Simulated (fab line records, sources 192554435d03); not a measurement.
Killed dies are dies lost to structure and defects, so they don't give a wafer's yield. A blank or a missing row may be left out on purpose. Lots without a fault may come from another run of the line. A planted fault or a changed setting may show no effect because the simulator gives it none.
fab line records | flow n5_finfet
record lots=5 wafers=15 last_day=17
route steps=1938 shown BEOL_M8@1371 BEOL_M9@1401 PASSIVATION@1936
lots that met no fault: from a run of the same line without faults
start_h: hours from the record's first day to the start of the lot's first wafer shown | wait_h: hours since the lot's step before | " the same as in the row above | L1.1+2: a row that stands for several wafers | - no value, or no start given | * or withheld: withheld | < > ~ a bound
route shown NAME@n: a module of which the file shows steps, and the number in the route of the first | usual: mean/standard deviation of fault-free wafers | same: alike in all rows | chamber/n: place in a boat | sites: the reading at each site | _std_site: their standard deviation | _edge_site: outer sites' mean less inner sites' | radius_mm: how far each site lies from the wafer's centre | mask NAME#n: copy n | behind: the tool/chamber that last shaped the wafer | hold: why the lot was held/for how many hours/how that ended | device: the transistor (n, p or np) that didn't switch | end of line: the same wafers' tests at the end of the route | a step without rows: its recipe alone | killed: dies lost to structure and defects at the first sort, not the wafer's yield | map: a wafer's dies, x killed, . not, _ none there
set.NAME: the setting as run; set.NAME@STEP: as run at that earlier step | model.NAME: the simulator's own value behind a step, which no gauge read
lots at some steps of the route; a table a step, a row a wafer
services: from which hour (start_h, from the record's first day; less than 0 if before it) a tool's chamber was out of use, for how many hours, and why
## steps
# step N5_BEOL_M8_ETCH_66
# recipe chemistry=N2/H2 target=SOC target_depth_a=800 overetch_a=160 mask_material=SiARC temp_c=40 time_s=120 ion_energy_ev=200 pressure_mtorr=30 source_w=840 bias_w=150 n2_flow_sccm=200 h2_flow_sccm=200
# step N5_BEOL_M8_STRIP_69
# recipe chemistry=N2/H2 temp_c=40 n2_flow_sccm=200 h2_flow_sccm=200 rf_frequency_hz=6e+07
# step N5_BEOL_M8_STRIP_73
# recipe chemistry=N2/H2 temp_c=40 n2_flow_sccm=200 h2_flow_sccm=200 rf_frequency_hz=6e+07
# step N5_BEOL_M8_VIA_ETCH_34
# recipe chemistry=C4F6/O2 target=SiCOH_lowk target_depth_a=1255 mask_material=SOC taper_deg=4 time_s=50.5 ion_energy_ev=250 pressure_mtorr=30 source_w=345 bias_w=185 Ar_flow_sccm=300 C4F6_flow_sccm=10 O2_flow_sccm=10
# step N5_BEOL_M8_STRIP_76
# recipe chemistry=C4F6/O2 resist=SiARC rf_frequency_hz=6e+07
# step N5_BEOL_M8_STRIP_36
# recipe chemistry=N2/H2 power_w=450 temp_c=40 pressure_mtorr=20 rf_frequency_hz=6e+07 overash_fraction=0.3 bias_power_w=7 h2_frac=0.5 n2_flow_sccm=200 h2_flow_sccm=200
# usual drypump_motor_current_A=5.6/0.43 oes_product_au=0.82/0.079 rf_vpp_V=59.1/1.6 showerhead_plenum_p_Torr=2.53/0.085 throttle_valve_pct=23.54/0.2
# columns lot.wafer tool chamber start_h wait_h drypump_motor_current_A oes_product_au rf_hours_counter_h rf_vpp_V showerhead_plenum_p_Torr throttle_valve_pct
L939.1 rie_diel-01 2 254.02 0.0 5.6 0.82 84 59.9 2.45 23.23
L939.3 " 3 " " 6.1 0.95 11 60.7 2.50 23.65
L939.6 " 1 " " 5.4 0.97 - 58.0 2.48 23.60
L943.1 rie_diel-06 0 277.84 0.0 5.2 0.68 238 59.1 2.60 23.28
L943.2 " 1 " " 6.3 0.85 56 63.3 2.69 23.44
L943.4 " 3 " " 5.1 0.87 81 59.9 2.46 23.66
L945.1 rie_diel-06 3 285.98 0.0 5.1 0.85 84 59.9 2.46 23.68
L945.3 " 0 " " 5.2 0.69 241 59.6 2.60 23.24
L945.5 " 1 " " 6.3 0.84 - 61.7 2.69 23.43
L953.1 rie_diel-01 1 330.02 0.0 5.3 0.89 29 57.3 2.47 23.64
L953.3 " 3 " " 6.2 0.90 38 58.1 2.49 23.69
L953.4 " 2 " " 5.6 0.80 112 59.0 2.44 23.23
L955.4 rie_diel-01 0 349.46 0.0 5.2 0.76 139 59.2 2.65 23.76
L955.5 " 2 " " 5.6 0.80 - 59.5 2.43 23.29
L955.6 " 1 " " 5.4 0.88 - 56.3 2.47 23.67
# step N5_BEOL_M8_TRENCH_ETCH_37
# recipe chemistry=C4F6/O2 target_depth_a=934.78 target=SiCOH_lowk time_s=31.2 ion_energy_ev=250 pressure_mtorr=30 source_w=345 bias_w=185 Ar_flow_sccm=300 C4F6_flow_sccm=10 O2_flow_sccm=10
# step N5_BEOL_M8_ETCH_41
# recipe chemistry=CH3F/O2 target=SiCN target_depth_a=319 taper_deg=2 time_s=57.8 ion_energy_ev=120 mask_material=TiN pressure_mtorr=30 source_w=395 bias_w=75 Ar_flow_sccm=150 CH3F_flow_sccm=30 O2_flow_sccm=20
# step N5_BEOL_M8_STRIP_80
# recipe chemistry=N2/H2 time_s=10 power_w=450 temp_c=40 pressure_mtorr=20 rf_frequency_hz=6e+07 bias_power_w=7 n2_flow_sccm=200 h2_flow_sccm=200
# step N5_BEOL_M8_OCD_MEAS_38
# usual trench_depth_nm=93.9/2.3
# columns lot.wafer tool chamber start_h wait_h trench_depth_nm
L939.1 ocd-02 - 254.22 - 92.1
L939.3 " - " " 95.5
L939.6 " - " " 94.1
L943.1 ocd-01 - 278.04 - 90.6
L943.2 " - " " 94.1
L943.4 " - " " 92.4
L945.1 ocd-01 - 286.18 - 94.2
L945.3 " - " " 93.2
L945.5 " - " " 94.9
L953.1 ocd-02 - 330.21 - 94.5
L953.3 " - " " 94.7
L953.4 " - " " 93.5
L955.4 ocd-02 - 349.66 - 95.0
L955.5 " - " " 93.0
L955.6 " - " " 95.2
# step N5_BEOL_M8_HM_STRIP_39
# recipe chemistry=peroxide_tin_strip material=TiN target_depth_a=250 temp_c=50 time_s=158
# step N5_BEOL_M8_SRD_40
# recipe time_s=30 temp_c=23 rinse_liquid=diw dry=ipa_marangoni
# step N5_BEOL_M8_PRECLEAN_42
# recipe chemistry=residue_remover time_s=60 temp_c=40
# columns lot.wafer tool chamber start_h wait_h
L939.1+3+6 wet_bench-02 7,2,5 254.32 0.0
L943.1+2+4 wet_bench-02 2,6,0 278.15 0.0
L945.1+3+5 wet_bench-05 0,1,7 286.27 0.0
L953.1+3+4 wet_bench-05 5,0,3 330.31 0.0
L955.4+5+6 wet_bench-03 1,6,5 349.76 0.0
# step N5_BEOL_M8_SRD_43
# recipe time_s=30 temp_c=23 rinse_liquid=diw dry=ipa_marangoni
# step N5_BEOL_M8_CD_MEAS_35
# recipe target_cd_nm=40 polarity=opening
# usual cd_nm=39.9/0.74
# columns lot.wafer tool chamber start_h wait_h cd_nm
L939.1 cd_sem-02 - 254.38 0.0 39.3
L939.3 " - " " 39.2
L939.6 " - " " 41.5
L943.1 cd_sem-02 - 278.21 0.0 41.2
L943.2 " - " " 39.7
L943.4 " - " " 39.8
L945.1 cd_sem-01 - 286.33 0.0 38.8
L945.3 " - " " 39.7
L945.5 " - " " 39.9
L953.1 cd_sem-01 - 330.37 0.0 39.3
L953.3 " - " " 38.8
L953.4 " - " " 39.6
L955.4 cd_sem-02 - 349.82 0.0 39.6
L955.5 " - " " 38.6
L955.6 " - " " 40.1
# step N5_BEOL_M8_CURE_75
# recipe temp_c=370 time_s=120 ambient=DMADMS/He material=SiCOH_lowk
# step N5_BEOL_M8_DEGAS_44
# recipe ambient=vacuum temp_c=250 time_s=60
# step N5_BEOL_M8_PRE_CLEAN_45
# recipe gas=H2/He time_s=30 temp_c=250
# step N5_BEOL_M8_ALD_77
# recipe material=TaN target_thk_a=20 temp_c=275 ald_precursor_family=PDMAT ald_co_reactant=NH3 pressure_torr=3 carrier_flow_sccm=1500 pulse_time_s=2 purge_time_s=3 co_reactant_purge_time_s=2 co_reactant_pulse_time_s=3 ald_cycles=40 precursor_vessel_temp_c=75 precursor_vessel_pressure_torr=26.25 precursor_vessel_carrier_sccm=1000
# usual heater_power_w=427/34
# same pulse_time_s=2
# columns lot.wafer tool chamber start_h wait_h heater_power_w
L939.1 ald_metal-01 3 255.36 0.1 479
L939.3 " 1 " " 407
L939.6 " 3 " " 475
L943.1 ald_metal-04 2 278.75 0.1 460
L943.2 " 0 " " 400
L943.4 " 3 " " 417
L945.1 ald_metal-01 1 286.82 0.0 430
L945.3 " 0 " " 446
L945.5 " 2 " " 439
L953.1 ald_metal-01 2 330.90 0.1 436
L953.3 " 0 " " 454
L953.4 " 3 " " 461
L955.4 ald_metal-01 3 350.70 0.0 472
L955.5 " 1 " " 413
L955.6 " 2 " " 440
# step N5_BEOL_M8_SURFACE_TREAT_79
# recipe gas=Ar time_s=* ion_energy_ev=* ion_current_ma_cm2=0.5 pressure_mtorr=* ar_flow_sccm=30
# step N5_BEOL_M8_CVD_78
# recipe material=Co target_thk_a=20 temp_c=withheld precursor=CCTBA/H2 pressure_torr=30 time_s=142.3
# step N5_BEOL_M8_SPUTTER_48
# recipe material=Cu target_thk_a=100 temp_c=-20 bias_v=60 power_w=26000 chamber_pressure_pa=0.13 time_s=1.667
# step N5_BEOL_M8_ECD_50
# recipe material=Cu target_thk_a=3000
# step N5_BEOL_M8_ANNEAL_51
# recipe temp_c=225 time_s=90 ambient=N2
# usual wafer_temp_C_max=225.76/0.18
# columns lot.wafer tool chamber start_h wait_h wafer_temp_C_max
L939.1 rtp_anneal-01 0 256.59 0.1 225.71
L939.3 " 0 " " 225.62
L939.6 " 0 " " 225.71
L943.1 rtp_anneal-01 0 280.79 0.6 225.74
L943.2 " 0 " " 225.96
L943.4 " 0 " " 225.84
L945.1 rtp_anneal-01 0 287.85 0.2 225.62
L945.3 " 0 " " 225.78
L945.5 " 0 " " 225.91
L953.1 rtp_anneal-01 0 333.25 0.5 225.45
L953.3 " 0 " " 225.47
L953.4 " 0 " " 225.67
L955.4 rtp_anneal-02 0 351.75 0.2 225.83
L955.5 " 0 " " 225.76
L955.6 " 0 " " 225.73
# step N5_BEOL_M8_CMP_52
# recipe stop_on=SiCOH_lowk t_overpolish_s=6.9 down_force_psi=1 platen_rpm=50 clearing_platen_down_force_psi=1.5 clearing_platen_rpm=50 post_cmp_clean=cu_alkaline target_thk_nm=80 clearing_platen_pad_velocity_m_s=0.99484 pad_velocity_m_s=0.99484
# usual barrier_field_endpoint_s=28.7/0.76 motor_current_A=5.8/0.6 overpolish_run_s=6.900/0.009 pad_life_wafers=1035/660 slurry_filter_dp_kPa=13.51/0.14 time_to_endpoint_s=60/3.2
# columns lot.wafer tool chamber start_h wait_h barrier_field_endpoint_s motor_current_A overpolish_run_s pad_life_wafers slurry_filter_dp_kPa time_to_endpoint_s
L939.3 cmp-01 0 256.89 0.2 29.3 6.1 6.898 516 13.45 62
L939.1 " 1 " " 28.0 4.8 6.900 517 13.76 57
L939.6 " 1 " " 28.6 4.9 6.901 - 13.46 55
L943.2 cmp-02 2 281.10 0.2 27.6 5.1 6.915 2082 13.36 56
L943.4 " 3 " " 27.8 5.3 6.892 2083 13.45 54
L943.1 " 1 " " 29.3 6.2 6.905 2085 13.47 62
L945.3 cmp-02 3 288.16 0.2 27.8 5.5 6.913 2142 13.45 60
L945.1 " 0 " " 28.9 6.5 6.901 2143 13.50 62
L945.5 " 0 " " 29.8 6.1 6.904 - 13.65 65
L953.3 cmp-02 1 333.55 0.2 29.1 6.6 6.905 288 13.37 65
L953.1 " 3 " " 27.2 5.5 6.903 290 13.27 56
L953.4 " 0 " " 28.9 6.3 6.902 291 13.72 66
L955.4 cmp-02 3 351.91 0.1 26.6 5.6 6.892 468 13.54 57
L955.5 " 3 " " 27.2 5.3 6.891 - 13.39 56
L955.6 " 0 " " 29.1 6.1 6.900 - 13.63 61
# step N5_BEOL_M8_THK_MEAS_53
# recipe thk_meas_gauge=xrf reads=Cu_of_BEOL_M8_ECD_50
# usual M8_THK=80.9/2.6
# columns lot.wafer tool chamber start_h wait_h M8_THK[nm]
L939.1 film_metro-01 - 257.18 - 79.0
L939.3 " - " " 82.2
L939.6 " - " " 80.5
L943.1 film_metro-01 - 281.39 - 78.3
L943.2 " - " " 80.1
L943.4 " - " " 78.9
L945.1 film_metro-01 - 288.46 - 82.5
L945.3 " - " " 78.9
L945.5 " - " " 81.8
L953.1 film_metro-01 - 333.84 - 80.2
L953.3 " - " " 81.8
L953.4 " - " " 82.2
L955.4 film_metro-02 - 352.21 - 79.8
L955.5 " - " " 78.2
L955.6 " - " " 82.4
# step N5_BEOL_M8_PRE_CLEAN_55
# recipe gas=NH3 time_s=15 temp_c=withheld rf_power_w=300
# step N5_BEOL_M8_DEP_56
# recipe material=SiCN target_thk_a=100 temp_c=withheld precursor=3MS/NH3 pressure_torr=3 rf_w=202 time_s=17.5
# usual showerhead_plenum_p_Torr=3.665/0.013 throttle_valve_pct=8.9/0.41
# columns lot.wafer tool chamber start_h wait_h showerhead_plenum_p_Torr throttle_valve_pct
L939.1 pecvd-01 2 257.25 0.0 3.689 8.9
L939.3 " 0 " " 3.662 8.8
L939.6 " 0 " " 3.674 8.9
L943.1 pecvd-03 0 281.46 0.0 3.680 8.7
L943.2 " 1 " " 3.656 9.3
L943.4 " 2 " " 3.659 8.3
L945.1 pecvd-03 2 288.52 0.0 3.664 8.3
L945.3 " 0 " " 3.677 8.7
L945.5 " 1 " " 3.646 9.4
L953.1 pecvd-01 0 333.90 0.0 3.666 8.9
L953.3 " 2 " " 3.683 9.0
L953.4 " 0 " " 3.653 8.8
L955.4 pecvd-03 0 352.29 0.0 3.675 8.9
L955.5 " 2 " " 3.663 8.2
L955.6 " 1 " " 3.659 9.5
# step N5_BEOL_M8_RS_MEAS_57
# recipe thk_meas_gauge=four-point-probe reads=Cu_of_BEOL_M8_ECD_50+Co_of_BEOL_M8_CVD_78+TaN_of_BEOL_M8_ALD_77
# usual M8_RS=0.287/0.011
# columns lot.wafer tool chamber start_h wait_h M8_RS[ohm/sq]
L939.1 film_metro-02 - 257.34 0.1 0.293
L939.3 " - " " 0.278
L939.6 " - " " 0.286
L943.1 film_metro-02 - 281.52 0.1 0.300
L943.2 " - " " 0.291
L943.4 " - " " 0.299
L945.1 film_metro-02 - 288.59 0.1 0.280
L945.3 " - " " 0.295
L945.5 " - " " 0.281
L953.1 film_metro-02 - 333.97 0.1 0.289
L953.3 " - " " 0.282
L953.4 " - " " 0.281
L955.4 film_metro-01 - 352.34 0.0 0.289
L955.5 " - " " 0.297
L955.6 " - " " 0.280
# step N5_BEOL_M9_ILD_DEP_00
# recipe material=SiCOH_lowk target_thk_a=3085.1 temp_c=300 precursor=DEMS/porogen pressure_torr=5 rf_w=500 time_s=58
# step N5_BEOL_M9_CURE_71
# recipe temp_c=385 time_s=240 ambient=He/Ar material=SiCOH_lowk
# step N5_BEOL_M9_THK_MEAS_01
# recipe reads=SiCOH_lowk_of_BEOL_M9_ILD_DEP_00
# usual M9_ILD_THK=267/4.1
# columns lot.wafer tool chamber start_h wait_h M9_ILD_THK[nm]
L939.1 film_metro-01 - 257.99 0.4 270
L939.3 " - " " 265
L939.6 " - " " 267
L943.1 film_metro-01 - 282.19 0.4 259
L943.2 " - " " 266
L943.4 " - " " 265
L945.1 film_metro-02 - 289.46 0.4 265
L945.3 " - " " 262
L945.5 " - " " 268
L953.1 film_metro-02 - 334.62 0.4 268
L953.3 " - " " 266
L953.4 " - " " 271
L955.4 film_metro-01 - 352.99 0.2 270
L955.5 " - " " 265
L955.6 " - " " 264
# step N5_BEOL_M9_PECVD_70
# recipe material=SiO2 target_thk_a=200 temp_c=400 precursor=TEOS/O2 pressure_torr=5.5 rf_w=450 teos_flow_sccm=53.8 gas=O2 flow_sccm=3000 time_s=22.7
# step N5_BEOL_M9_HM_DEP_02
# recipe material=TiN target_thk_a=200 temp_c=25 chamber_pressure_pa=0.49996
# step N5_BEOL_M9_COAT_59
# recipe resist=SOC temp_c=250 time_s=60 spin_rpm=1500 resist_thk_nm=100
# step N5_BEOL_M9_COAT_60
# recipe resist=SiARC temp_c=220 time_s=60 spin_rpm=1500 resist_thk_nm=30
# step N5_BEOL_M9_COAT_05
# recipe resist=CAR-ArF spin_rpm=1500 resist_thk_nm=90
# step N5_BEOL_M9_EBR_07
# recipe solvent=PGMEA ebr_width_mm=1.5
# step N5_BEOL_M9_SOFTBAKE_06
# recipe temp_c=110 time_s=60 resist=CAR-ArF
# step N5_BEOL_M9_EXPOSE_08
# recipe mask_id=M9 na=1.35 source_shape=dipole sigma_inner=0.411 sigma_outer=0.611 polarization=te dose_mj=53.75
# step N5_BEOL_M9_PEB_09
# recipe peb_temp_c=withheld peb_time_s=60 resist=CAR-ArF
# step N5_PASSIVATION_PROBE_49
# usual defect_limited_yield=91.1/1.4 killed_at_M0_to_M3=34/9.7 killed_at_M4_up=13/5.1 killed_at_contacts=14/6.3 killed_at_front_end=40/11 killed_at_other=3.5/2.7 killed_dies=105/16 killed_on_rim=13/4.1 killed_open=70/12 killed_short=34/7.8 sort_bin_4_leakage=0.02/0.13 sort_bin_5_function=5.2/0.88 sort_bin_6_memory=3.3/0.7 sort_n_pass=1074/17 sort_yield_pct=91.0/1.5
# same gross_dies=1180 killed_at_back_side=0 sort_bin_8_speed[%]=0
# columns lot.wafer tool chamber start_h wait_h defect_limited_yield[%] killed_at_M0_to_M3 killed_at_M4_up killed_at_contacts killed_at_front_end killed_at_other killed_dies killed_on_rim killed_open killed_short sort_bin_4_leakage[%] sort_bin_5_function[%] sort_bin_6_memory[%] sort_n_pass sort_yield_pct[%]
L939.1 prober-01 - 320.87 0.0 91.9 40 10 9 29 8 96 12 59 34 0 4.6 3.1 1084 91.9
L939.3 prober-01 - 320.97 0.1 91.7 33 10 16 37 2 98 16 69 28 0 5.1 3.0 1082 91.7
L939.6 prober-01 - 321.12 0.3 91.9 30 19 11 31 4 95 7 62 32 0 5.0 2.7 1085 91.9
L943.1 prober-01 - 355.45 0.0 84.0 21 91 10 60 7 189 36 63 41 0 8.4 3.9 991 84.0
L945.1 prober-02 - 357.42 0.0 91.5 30 9 14 45 2 100 13 61 37 0 5.0 2.8 1080 91.5
L953.1 prober-01 - 398.79 0.0 89.6 47 10 20 42 4 123 10 79 42 0 5.6 4.4 1057 89.6
L953.3 prober-01 - 398.89 0.1 91.3 45 13 7 31 7 103 12 65 37 0 6.0 2.4 1077 91.3
L953.4 prober-01 - 398.94 0.2 90.9 45 7 14 36 5 107 11 57 48 0 5.7 2.7 1073 90.9
# killed by level:class
L939.1 BEOL_M2:geometric_particle:open=8 MOL_CONTACT_COAG:geometric_particle:open=8 FIN_SAQP:geometric_particle:short=7 BEOL_M0_SAQP:geometric_particle:short=7 BEOL_M1:geometric_particle:open=7 BEOL_M0_SAQP:geometric_particle:open=6 STI_FIN_REVEAL:geometric_particle:open=5 STARTING-WAFER:geometric_particle:open=4
L939.3 MOL_CONTACT_COAG:geometric_particle:open=15 STI_FIN_REVEAL:geometric_particle:open=8 BEOL_M3:geometric_particle:open=8 FIN_SAQP:geometric_particle:short=6 BEOL_M2:geometric_particle:open=6 BEOL_M0_SAQP:geometric_particle:open=5 DUMMY_GATE:geometric_particle:open=4 GATE_CUT:geometric_particle:short=4
L939.6 MOL_CONTACT_COAG:geometric_particle:open=10 BEOL_M1:geometric_particle:open=7 FIN_SAQP:geometric_particle:short=6 STI_FIN_REVEAL:geometric_particle:open=6 BEOL_M4:geometric_particle:open=6 BEOL_M2:geometric_particle:open=5 BEOL_M5:geometric_particle:open=5 DUMMY_GATE:geometric_particle:open=4
L943.1 BEOL_M8:unspecified=84 FIN_SAQP:geometric_particle:open=15 FIN_SAQP:geometric_particle:short=14 STI_FIN_REVEAL:geometric_particle:open=12 MOL_CONTACT_COAG:geometric_particle:open=10 GATE_CUT:geometric_particle:short=7 GATE_CUT:geometric_particle:open=5 BEOL_M2:geometric_particle:open=5
L945.1 FIN_SAQP:geometric_particle:short=10 BEOL_M1:geometric_particle:open=10 MOL_CONTACT_COAG:geometric_particle:open=9 STI_FIN_REVEAL:geometric_particle:open=7 BEOL_M2:geometric_particle:open=6 BEOL_M0_SAQP:geometric_particle:open=6 DUMMY_GATE:geometric_particle:open=5 MOL_CONTACT_COAG:geometric_particle:short=5
L953.1 MOL_CONTACT_COAG:geometric_particle:open=16 BEOL_M0_SAQP:geometric_particle:short=12 BEOL_M0_SAQP:geometric_particle:open=12 BEOL_M3:geometric_particle:open=11 FIN_SAQP:geometric_particle:open=8 FIN_SAQP:geometric_particle:short=7 STI_FIN_REVEAL:geometric_particle:open=7 BEOL_M1:geometric_particle:open=5
L953.3 BEOL_M3:geometric_particle:open=17 BEOL_M0_SAQP:geometric_particle:short=12 BEOL_M0_SAQP:geometric_particle:open=8 FIN_SAQP:geometric_particle:short=7 FIN_SAQP:geometric_particle:open=4 STI_FIN_REVEAL:geometric_particle:open=4 MOL_CONTACT_COAG:geometric_particle:open=4 BEOL_M5:geometric_particle:open=4
L953.4 MOL_CONTACT_COAG:geometric_particle:open=13 BEOL_M0_SAQP:geometric_particle:open=11 FIN_SAQP:geometric_particle:short=9 GATE_CUT:geometric_particle:short=9 BEOL_M0_SAQP:geometric_particle:short=8 BEOL_M2:geometric_particle:open=8 BEOL_M1:geometric_particle:open=5 FIN_SAQP:geometric_particle:open=4
# map L943.1 (x killed, . not)
_________________......xxx...________________
______________..x.....x....x...._____________
___________x.x.....................__________
__________x..........x..x....x....x._________
________.............................._______
_______.......x........................______
______...x.........................x...._____
_____x....x.x..........x..x..............____
____.x..x.....x..x.x...x....x..x....x....x___
___......x..x...............x..........xxxx__
___........x...x......................xxxxx__
__.................................x.xxxxxxx_
__......x...........................xxxxxxxx_
_.......................x......x.....xxxxxxxx
_.....................x.............xxxxxxxxx
_..................x.x.............xxxxxxxxxx
_.......x.................x........xxxxxxxxxx
_.........x.x...............x.........xxxxxxx
_..x.x..........x.....................xxxxxxx
_.x....................x.....xx.......x.xxxxx
_..............x........................xx.xx
__....................x.......x........xxx.._
__.........x......x..x..........x.........xx_
___...............x....x...........x.......__
___.x...x........x.xx......................__
____...x....................xx....x.......___
_____x....xx.....x.............x...x..x..____
______...................xx..........x.._____
_______.........................x.x....______
________...x......x...x...........x..._______
__________.........x................_________
___________x..x....x............x..__________
______________.......x...x....xx_____________
_________________............________________
# map L939.3 (x killed, . not)
_________________.....x.x..x.________________
______________.x...............x_____________
___________.......................x__________
__________.........xx.......x..x..x._________
________...............x.............._______
_______............x..xx.x.............______
______........x..x................x...x._____
_____..xx................x.........x.....____
____..x.......................x....x......___
___............................x..x..x..x..__
___.................x..........x....x......__
__.x....................x..................._
__....................x..............x......_
_xx.......x..................................
_....x...x..........x.......x.x........x.....
_........x...................................
_......x........x............................
_.............................x..x.xx........
_.....................x.....x.x..............
_.x.................................x.x......
_................x.x...................x.x...
__......................x..................._
__.......x...................x...xx....x...._
___...x........x....x...x.....x..x..x......__
___....x..x.x....x....x..x.................__
____......................................___
_____......x...x..x......................____
______.................................._____
_______............x......xx...........______
________.x...x.....................x.._______
__________.........x................_________
___________...x........xx..........__________
______________.................._____________
_________________.........x.x________________
## services
# columns tool chamber start_h hours kind
rtp_anneal-02 - 235.34 1.0 pm
pecvd-01 1 254.45 48.9 repair
rie_diel-06 - 256.88 0.1 repair
cmp-02 - 261.13 7.5 pm
pecvd-03 2 264.01 2.1 scheduled_down
pecvd-01 2 264.95 6.6 repair
cmp-01 - 283.72 1.5 repair
rie_diel-01 - 284.58 0.4 repair
cmp-02 - 289.66 4.0 pm
cmp-02 - 293.66 - consumable_replace:conditioner
cmp-02 - 293.66 - consumable_replace:pad
cmp-02 - 298.05 6.0 pm
pecvd-03 - 299.39 28.1 pm
ald_metal-01 3 300.01 5.0 repair
cmp-01 - 307.11 0.3 repair
rie_diel-06 0 311.12 - clean
rie_diel-06 0 311.12 - consumable_replace:esc
rie_diel-06 0 311.12 - consumable_replace:focus_ring
rie_diel-06 0 311.12 22.7 scheduled_down
rie_diel-06 0 311.12 22.7 vent_cycle
wet_bench-05 - 322.04 2.4 repair
ald_metal-01 2 332.98 10.1 repair
pecvd-03 - 334.70 0.7 repair
rie_diel-01 2 337.34 4.5 repair
## key
first_sign step=N5_PASSIVATION_PROBE_49 reading=killed_at_M4_up direction=up sigmas=15 usual=13 struck=91
effect step=N5_PASSIVATION_PROBE_49 reading=killed_dies direction=up sigmas=5.2 usual=105 struck=189
more_kills_born_at N5_BEOL_M8_PRECLEAN_42@wet_bench-02=84
met_at N5_BEOL_M8_PRECLEAN_42
struck_wafers L943.1
onset_between 254.32 278.15
fault kind=chamber_particle_source tool=wet_bench-02 chamber=2 onset_h=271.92 steps=N5_BEOL_M8_PRECLEAN_42 rate_per_visit_cm2=2.2191 end_h=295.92
